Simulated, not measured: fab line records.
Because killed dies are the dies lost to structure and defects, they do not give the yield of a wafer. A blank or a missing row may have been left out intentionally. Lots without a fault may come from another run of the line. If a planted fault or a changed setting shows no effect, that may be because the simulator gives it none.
Which tool did it?    flow n5Finfet    9 lots with 27 wafers sampled at 6 steps, on a route of 1938 steps

WHAT EACH GAUGE READ, for each wafer
The record lacks any reading of a measuring or inspecting step that a usual standard deviation could be used to judge.

TOOL THAT RAN EACH LOT (tool first, then ch and the chambers of the sampled wafers, then the start)
lot   N5_BEOL_M9_CURE_71            N5_BEOL_M9_ETCH_62                 N5_BEOL_M9_COAT_63                N5_BEOL_M9_ETCH_76                 N5_BEOL_M9_ETCH_66                 N5_PASSIVATION_PROBE_49
L580  uvCure-03 ch 2, day 9 15:00   rieDiel-05 ch 0,3, day 9 17:32     lithoTrack-03 ch 0, day 9 17:57   rieDiel-05 ch 2,3, day 9 18:22     rieDiel-05 ch 2,3, day 9 18:25     prober-01, day 12 06:47
L581  uvCure-03 ch 1, day 10 18:52  rieDiel-04 ch 1,2, day 10 22:40    lithoTrack-03 ch 0, day 10 23:07  rieDiel-05 ch 0,2, day 10 23:36    rieDiel-05 ch 0,2, day 10 23:39    prober-01, day 13 11:59
L591  uvCure-02 ch 2, day 13 05:24  rieDiel-04 ch 0,3, day 13 07:04    lithoTrack-03 ch 0, day 13 09:39  rieDiel-03 ch 1,2,3, day 13 10:04  rieDiel-03 ch 1,2,3, day 13 10:07  prober-02, day 16 05:04
L590  uvCure-02 ch 1, day 13 08:35  rieDiel-03 ch 0,2,3, day 13 10:33  lithoTrack-03 ch 0, day 13 12:35  rieDiel-05 ch 1,2, day 13 13:08    rieDiel-05 ch 1,2, day 13 13:11    prober-01, day 16 10:12
L594  uvCure-01 ch 2, day 13 13:49  rieDiel-04 ch 0,1,2, day 13 15:19  lithoTrack-01 ch 0, day 13 17:35  rieDiel-03 ch 0,1,3, day 13 18:02  rieDiel-03 ch 0,1,3, day 13 18:04  prober-01, day 16 14:01
L592  uvCure-01 ch 2, day 13 18:16  rieDiel-05 ch 0,3, day 13 20:02    lithoTrack-04 ch 0, day 13 21:14  rieDiel-05 ch 0,1,2, day 13 21:40  rieDiel-05 ch 0,1,2, day 13 21:43  prober-01, day 16 08:56
L599  uvCure-03 ch 1, day 15 07:15  rieDiel-05 ch 0,1,2, day 15 08:56  lithoTrack-01 ch 0, day 15 11:00  rieDiel-03 ch 1,2,3, day 15 11:29  rieDiel-03 ch 1,2,3, day 15 11:31  -
L601  uvCure-03 ch 2, day 15 20:16  rieDiel-04 ch 0,2, day 15 23:05    lithoTrack-04 ch 0, day 16 01:01  rieDiel-03 ch 0,1, day 16 01:42    rieDiel-03 ch 0,1, day 16 01:44    -
L603  uvCure-01 ch 1, day 16 19:02  rieDiel-04 ch 1,3, day 16 22:52    lithoTrack-01 ch 0, day 17 00:22  rieDiel-04 ch 0,1, day 17 01:05    rieDiel-04 ch 0,1, day 17 01:07    prober-02, day 19 16:20
- N5_BEOL_M9_CURE_71: cures SiCOH lowk, time 240 s.
- N5_BEOL_M9_ETCH_62: etches SOC in N2/H2, target depth 110 nm, overetch 22 nm, time 165 s.
- N5_BEOL_M9_COAT_63: time 60 s, resist thk 60 nm.
- N5_BEOL_M9_ETCH_76: etches underlayer in N2/H2, target depth 6.5 nm, time 5.2 s.
- N5_BEOL_M9_ETCH_66: etches SOC in N2/H2, target depth 80 nm, overetch 16 nm, time 120 s.
- N5_PASSIVATION_PROBE_49

AS READ BY THE TOOLS THEMSELVES (means over the sampled wafers that have a number; for cases with no such wafer, the mark the record gives instead)
N5_BEOL_M9_CURE_71.
lot   tool       lampPowerPct (%)  wafer_temp_C_max
L580  uvCure-03  52.31             386.3
L581  uvCure-03  52.30             386.6
L591  uvCure-02  52.35             385.9
L590  uvCure-02  52.29             386.4
L594  uvCure-01  52.33             387.1
L592  uvCure-01  52.29             386.6
L599  uvCure-03  52.25             386.5
L601  uvCure-03  52.29             385.9
L603  uvCure-01  52.35             386.0

N5_BEOL_M9_ETCH_62.
lot   tool        drypumpMotorCurrentA (A)  oesProductAu (a.u.)  rfVppV (V)  showerheadPlenumPTorr (Torr)  tempC (C)  throttleValvePct (%)
L580  rieDiel-05  5.9                       0.71                 526.2       2.61                          40.00      17.61
L581  rieDiel-04  5.1                       0.61                 522.2       2.48                          40.14      17.93
L591  rieDiel-04  5.0                       0.61                 525.1       2.59                          40.05      17.88
L590  rieDiel-03  5.8                       0.71                 522.7       2.50                          40.09      17.81
L594  rieDiel-04  5.1                       0.60                 523.5       2.52                          39.95      17.91
L592  rieDiel-05  5.9                       0.68                 525.5       2.60                          39.96      17.65
L599  rieDiel-05  5.5                       0.69                 527.0       2.67                          40.01      17.86
L601  rieDiel-04  5.2                       0.58                 521.2       2.44                          40.12      17.78
L603  rieDiel-04  4.9                       0.60                 526.2       2.61                          40.00      18.14

N5_BEOL_M9_COAT_63.
lot   tool           spinSpeedRpm (rpm)
L580  lithoTrack-03  1500.4
L581  lithoTrack-03  1500.6
L591  lithoTrack-03  698.9
L590  lithoTrack-03  699.0
L594  lithoTrack-01  1499.9
L592  lithoTrack-04  1499.5
L599  lithoTrack-01  1499.5
L601  lithoTrack-04  1499.6
L603  lithoTrack-01  1500.6

N5_BEOL_M9_ETCH_76.
lot   tool        drypumpMotorCurrentA (A)  etchRfOnTimeS (s)  oesProductAu (a.u.)  rfVppV (V)  showerheadPlenumPTorr (Torr)  throttleValvePct (%)
L580  rieDiel-05  5.8                       5.19               0.75                 524.4       2.54                          17.59
L581  rieDiel-05  5.3                       5.09               0.75                 527.2       2.69                          17.83
L591  rieDiel-03  6.2                       5.11               0.72                 524.7       2.53                          17.83
L590  rieDiel-05  5.4                       5.07               0.71                 526.9       2.67                          17.93
L594  rieDiel-03  5.8                       5.24               0.66                 522.2       2.47                          18.07
L592  rieDiel-05  5.5                       5.12               0.70                 527.4       2.68                          17.86
L599  rieDiel-03  6.2                       5.15               0.69                 523.3       2.52                          17.84
L601  rieDiel-03  5.3                       5.33               0.60                 522.0       2.45                          18.24
L603  rieDiel-04  5.0                       5.28               0.60                 525.9       2.59                          18.14

N5_BEOL_M9_ETCH_66.
lot   tool        drypumpMotorCurrentA (A)  oesProductAu (a.u.)  rfVppV (V)  showerheadPlenumPTorr (Torr)  tempC (C)  throttleValvePct (%)
L580  rieDiel-05  5.7                       0.67                 523.9       2.54                          39.93      17.57
L581  rieDiel-05  5.3                       0.67                 527.2       2.69                          40.14      17.79
L591  rieDiel-03  6.2                       0.78                 523.4       2.53                          40.04      17.79
L590  rieDiel-05  5.4                       0.78                 528.9       2.67                          40.10      17.91
L594  rieDiel-03  5.7                       0.59                 521.7       2.47                          39.93      18.04
L592  rieDiel-05  5.5                       0.63                 527.7       2.68                          39.93      17.84
L599  rieDiel-03  6.2                       0.62                 523.1       2.52                          39.99      17.79
L601  rieDiel-03  5.3                       0.55                 521.3       2.45                          40.06      18.18
L603  rieDiel-04  5.1                       0.53                 525.0       2.59                          40.07      18.11

N5_PASSIVATION_PROBE_49.
lot   tool       defectLimitedYield (%)  killed_at_M0_to_M3  killed_at_M4_up  killedAtContacts  killedAtFrontEnd  killedAtOther  killedDies  killedOpen  killedShort  sort_bin_4_leakage (%)  sort_bin_5_function (%)  sort_bin_6_memory (%)  sortNPass  sortYieldPct (%)
L580  prober-01  92.8                    28                  15               11                29                2              85          57          28           0.00                    4.1                      2.9                    1095       92.8
L581  prober-01  88.8                    44                  20               15                51                3              132         86          44           0.00                    6.4                      4.2                    1048       88.8
L591  prober-02  91.5                    24                  16               17                37                6              100         67          31           0.00                    5.1                      3.1                    1080       91.5
L590  prober-01  88.6                    61                  17               17                36                4              135         87          46           0.00                    7.2                      3.8                    1045       88.6
L594  prober-01  91.5                    34                  10               14                28                15             101         65          36           0.00                    4.8                      3.6                    1079       91.5
L592  prober-01  93.6                    21                  15               4                 32                4              76          56          20           0.00                    3.8                      2.2                    1104       93.6
L603  prober-02  91.4                    35                  9                16                39                2              101         65          35           0.00                    5.0                      3.3                    1079       91.4

THE ANSWER, worked out from the rows above alone
Rule: usual is defined by the lots themselves. The widest of any qualifying gaps counts: lots, ordered by their means at a reading, are off when they make up no more than a third of the lots, leave a main group of 4 or more, and stand apart from it by 3 or more times the standard deviation of that group's means. Not used: any main group whose means are identical at the precision the tables above print for the reading. A lot without any number at a reading at which 4 lots or more have one is off too. Any other lot the step has rows for is counted as sound. The gauges are gone through in route order, then the tools' own readings, and for those a lot's mean is taken as printed above. At the first step where some lot is off, the reading lying furthest off is the one used; lots without a number count as furthest.
Off: L591, L590 (N5_BEOL_M9_COAT_63, spinSpeedRpm). For the main group the mean is 1500.0 rpm and the standard deviation 0.47.
If a tool, at that step or one of the process steps before it, ran each lot that is off and ran no sound lot following the first of them, it fits. This does not decide it: 2 tools fit, namely uvCure-02 at N5_BEOL_M9_CURE_71 and lithoTrack-03 at N5_BEOL_M9_COAT_63.

WHAT THE SIMULATOR HAD INSERTED
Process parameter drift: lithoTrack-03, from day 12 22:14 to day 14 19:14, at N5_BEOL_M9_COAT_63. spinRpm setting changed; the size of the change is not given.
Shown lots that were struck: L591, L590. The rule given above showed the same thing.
